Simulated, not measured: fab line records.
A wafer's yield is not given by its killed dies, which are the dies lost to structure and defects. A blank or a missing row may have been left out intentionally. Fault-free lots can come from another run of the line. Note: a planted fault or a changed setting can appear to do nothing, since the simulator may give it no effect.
Matching of chambers -- flow nand_harc -- rie_diel-04 running NHARC_A_STAIRCASE_ETCH_253: 4 sister chambers
The step etches the open film in C4F8/O2, target depth 50 nm, time 20.2 s. 33 wafers are shown with their chamber, then 12 later ones without.

## EACH WAFER AND ITS CHAMBER
wafer,chamber,rf_vpp_V (V),oes_product_au (a.u.)
L079.3,3,896,0.972
L079.4,0,900,0.981
L079.5,3,897,0.963
L079.1,2,892,0.962
L079.2,0,899,0.974
L079.6,2,893,0.968
L080.1,3,896,0.961
L080.2,2,894,0.960
L080.3,0,899,0.970
L082.1,3,896,0.961
L082.4,2,893,0.969
L082.5,0,899,0.974
L082.2,1,894,0.984
L082.3,0,899,0.971
L082.6,3,897,0.966
L083.2,3,896,0.972
L083.4,2,893,0.967
L083.5,1,895,0.970
L088.4,0,897,0.976
L088.5,3,897,0.986
L088.6,2,892,0.983
L087.4,2,892,0.948
L087.5,1,892,0.942
L087.6,2,894,0.938
L085.4,3,896,0.924
L085.5,2,892,0.929
L085.6,1,893,0.946
L089.1,1,894,0.941
L089.3,3,895,0.947
L089.6,2,892,0.935
L090.2,2,892,0.964
L090.4,0,899,0.957
L090.5,1,894,0.960

SIGNATURES (averages over the wafers above)
reading,chamber 0,chamber 1,chamber 2,chamber 3,scatter within a chamber
rf_vpp_V,898.86,893.67,892.64,896.22,0.836
oes_product_au,0.97186,0.95717,0.95664,0.96133,0.0157
Rule: a wafer lies at a distance from a chamber equal to the root of the sum of squares, over the readings, of (its reading less the chamber's mean, divided by the reading's scatter). If the next closest chamber is less than 2 further off than the closest, the wafer can't be placed; otherwise it belongs to the closest. The scatter: the root of (the sum of the squares of (reading less its chamber's mean) over the shown wafers, divided by (wafers less chambers)).

## WAFERS WITH NO CHAMBER GIVEN
wafer,rf_vpp_V (V),oes_product_au (a.u.)
L094.1,895,0.954
L094.4,893,0.953
L094.6,898,0.976
L096.2,895,0.971
L096.3,893,0.982
L096.5,895,0.972
L097.1,892,0.962
L097.2,898,0.999
L097.6,893,0.965
L097.3,894,0.987
L097.4,896,0.970
L097.5,896,0.979

## THE CHAMBER EACH PASSED THROUGH
wafer,from the rows above,in truth
L094.1,can't be placed: 3 or 1 or 2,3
L094.4,can't be placed: 2 or 1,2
L094.6,can't be placed: 0 or 3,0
L096.2,can't be placed: 3 or 1 or 2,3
L096.3,can't be placed: 2 or 1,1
L096.5,can't be placed: 3 or 1 or 2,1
L097.1,can't be placed: 2 or 1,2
L097.2,can't be placed: 0 or 3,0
L097.6,can't be placed: 2 or 1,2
L097.3,can't be placed: 1 or 2 or 3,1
L097.4,3,3
L097.5,can't be placed: 3 or 1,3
Correct placement for 1 of the 12. Cannot be placed on the basis of these rows: 11; the candidates contain the true chamber in 11. 0 placed wrongly.
